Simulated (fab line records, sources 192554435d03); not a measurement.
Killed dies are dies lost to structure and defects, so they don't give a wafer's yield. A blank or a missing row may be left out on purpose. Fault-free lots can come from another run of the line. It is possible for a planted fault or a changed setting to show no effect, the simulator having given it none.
Matching of chambers -- flow n5Finfet -- 4 sister chambers for N5_BEOL_M10_STRIP_36 on rieDiel-04
The step strips in N2/H2. 18 wafers are shown with their chamber, then 9 later ones without.

== EACH WAFER AND ITS CHAMBER ==
wafer,chamber,drypumpMotorCurrentA (A),showerheadPlenumPTorr (Torr),throttleValvePct (%)
L075.2,1,6.3,2.58,23.44
L075.4,0,6.3,2.47,23.20
L075.5,3,5.3,2.47,23.06
L077.2,1,6.3,2.58,23.46
L077.4,2,6.3,2.40,23.93
L077.5,2,6.3,2.40,23.93
L079.1,3,5.3,2.47,23.12
L079.2,2,6.3,2.40,23.91
L079.6,3,5.3,2.47,23.11
L080.2,2,6.4,2.40,23.97
L080.3,3,5.4,2.47,23.12
L080.4,1,6.3,2.58,23.46
L081.2,0,6.3,2.47,23.18
L081.3,1,6.3,2.57,23.49
L081.5,1,6.3,2.57,23.48
L094.3,1,6.3,2.56,23.49
L094.4,1,6.3,2.56,23.53
L094.5,3,5.3,2.45,23.18

SIGNATURES (means of the wafers above)
reading,chamber 0,chamber 1,chamber 2,chamber 3,scatter within a chamber
drypumpMotorCurrentA,6.300,6.300,6.325,5.320,0.0333
showerheadPlenumPTorr,2.4700,2.5714,2.4000,2.4660,0.00759
throttleValvePct,23.1900,23.4786,23.9350,23.1180,0.0321
Rule: for each reading, subtract the chamber's mean from the wafer's reading, divide by that reading's scatter and square the result; add these up over the readings and take the root, which gives the wafer's distance from the chamber. The wafer belongs to the nearest chamber; if the next one is less than 2 further off, it can't be placed. The scatter: take each reading less its chamber's mean, square it, sum over the shown wafers, divide by the number of wafers less the number of chambers, and take the root.

== WAFERS MISSING THEIR CHAMBER ==
wafer,drypumpMotorCurrentA (A),showerheadPlenumPTorr (Torr),throttleValvePct (%)
L085.2,6.3,2.56,23.52
L085.4,6.3,2.56,23.50
L085.6,5.3,2.45,23.15
L091.1,6.3,2.71,23.73
L091.2,5.3,2.45,23.17
L091.3,6.3,2.46,23.22
L086.3,6.3,2.56,23.52
L086.4,6.3,2.70,23.77
L086.5,6.3,2.45,23.27

== EACH ONE'S CHAMBER ==
wafer,from the rows above,in truth
L085.2,1,1
L085.4,1,1
L085.6,3,3
L091.1,1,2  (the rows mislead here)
L091.2,3,3
L091.3,0,0
L086.3,1,1
L086.4,1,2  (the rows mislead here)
L086.5,0,0
7 of 9 placed correctly. Not placeable from these rows: 0. Placed wrongly: 2.
